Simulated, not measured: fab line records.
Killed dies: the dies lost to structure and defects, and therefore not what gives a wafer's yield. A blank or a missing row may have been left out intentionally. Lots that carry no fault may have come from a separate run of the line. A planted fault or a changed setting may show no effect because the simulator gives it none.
Split-lot experiment	flow n5Finfet	39 wafers read across 7 lots, on a route 1938 steps long

== ON THE SPLIT ==
At N5_DUMMY_GATE_ETCH_32 (etches SiO2 in CF4, target depth 3.5 nm, time 3.9 s), the setting timeS was moved away from the recipe's 3.9 s on 6 of the 39 wafers read, by -14.5% to +22.9%. All remaining wafers had this setting at the recipe value.

The reading is taken at the split's own step.

== THE READING ==
etch.depthNm (the simulator's own value, which no gauge read), in nm, at N5_DUMMY_GATE_ETCH_32 (etches SiO2 in CF4, target depth 3.5 nm, time 3.9 s). There is no usual value for it anywhere in the file. Average 3.483 nm, standard deviation 0.11 nm, over the 33 wafers here run with the recipe.

wafer	tool, chamber at the split	timeS as run, s	against the recipe	etch.depthNm, nm	against lot-mates on the recipe
L074.1	rieSi-03, 3	3.335	-14.5%	2.961	-0.471
L074.2	rieSi-03, 2	3.335	-14.5%	3.037	-0.395
L074.3	rieSi-03, 0	3.9	recipe	3.361	-
L074.4	rieSi-03, 1	3.9	recipe	3.521	-
L074.5	rieSi-03, 0	3.9	recipe	3.414	-
L074.6	rieSi-03, 3	3.335	-14.5%	2.993	-0.439
L076.1	rieSi-01, 1	3.9	recipe	3.376	-
L076.2	rieSi-01, 0	3.9	recipe	3.232	-
L076.3	rieSi-01, 3	3.9	recipe	3.645	-
L076.4	rieSi-01, 2	3.9	recipe	3.479	-
L076.5	rieSi-01, 1	3.9	recipe	3.374	-
L076.6	rieSi-01, 0	3.9	recipe	3.229	-
L078.1	rieSi-03, 2	3.9	recipe	3.555	-
L078.2	rieSi-03, 0	3.9	recipe	3.353	-
L078.3	rieSi-03, 3	3.9	recipe	3.503	-
L078.4	rieSi-03, 0	3.9	recipe	3.376	-
L078.5	rieSi-03, 2	3.9	recipe	3.534	-
L078.6	rieSi-03, 3	3.9	recipe	3.52	-
L079.1	rieSi-03, 0	3.9	recipe	3.348	-
L079.3	rieSi-03, 3	3.9	recipe	3.509	-
L079.6	rieSi-03, 2	3.9	recipe	3.534	-
L089.1	rieSi-06, 3	3.9	recipe	3.609	-
L089.2	rieSi-06, 2	3.9	recipe	3.581	-
L089.3	rieSi-06, 0	3.9	recipe	3.552	-
L089.4	rieSi-06, 1	3.9	recipe	3.51	-
L089.5	rieSi-06, 0	3.9	recipe	3.529	-
L089.6	rieSi-06, 3	3.9	recipe	3.597	-
L094.1	rieSi-06, 1	3.9	recipe	3.485	-
L094.2	rieSi-06, 3	3.9	recipe	3.574	-
L094.3	rieSi-06, 0	3.9	recipe	3.544	-
L094.4	rieSi-06, 2	3.9	recipe	3.66	-
L094.5	rieSi-06, 3	3.9	recipe	3.603	-
L094.6	rieSi-06, 0	3.9	recipe	3.538	-
L095.1	rieSi-03, 1	4.794	+22.9%	4.349	+0.915
L095.2	rieSi-03, 3	3.9	recipe	3.442	-
L095.3	rieSi-03, 2	3.9	recipe	3.507	-
L095.4	rieSi-03, 0	3.9	recipe	3.352	-
L095.5	rieSi-03, 3	4.794	+22.9%	4.216	+0.782
L095.6	rieSi-03, 2	4.794	+22.9%	4.296	+0.862

FIT RESULTS
A straight line over all 39 wafers: etch.depthNm changes by +0.0346 nm for each +1% of timeS; r = +0.93; the points scatter about the line by 0.1 nm.
The same after taking each lot's own level away (the mean of its wafers on the recipe; 39 wafers): +0.0351 nm for each +1%; r = +0.95; scatter 0.085 nm.
The reading moves by 0.8 nm for the largest change in timeS, on that fit.
Across the lots, their own levels run from 3.3892 to 3.5673 nm, a range of 1.7 times the standard deviation given above.
So the lot-to-lot level changes the slope little: the two slopes agree.
Check: for one of the wafers moved furthest among these (+22.9%), held out of the fit, the line's prediction against its lot-mates is +0.779 nm. Against them it came out at +0.915 nm.

== FURTHER SPLITS ON THESE WAFERS ==
Before the reading, these wafers also passed through other splits. Each is held against what the fit with the lots' levels taken away leaves over:
other split on the same wafers	wafers away from the commonest value	r with etch.depthNm (lot level and that fit taken away)
N5_WELL_APT_EXPOSE_22 doseMj	15	-0.03
N5_FIN_SAQP_EXPOSE_13 doseMj	15	+0.11
N5_FIN_CUT_CUT_ETCH_15 timeS	18	-0.05
N5_STI_FIN_REVEAL_ETCHBACK_08 targetDepthA	12	-0.12

== THE FILE'S OWN FIT ==
etch.depthNm changes by +0.0352 nm for each +1% of timeS, r = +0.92.
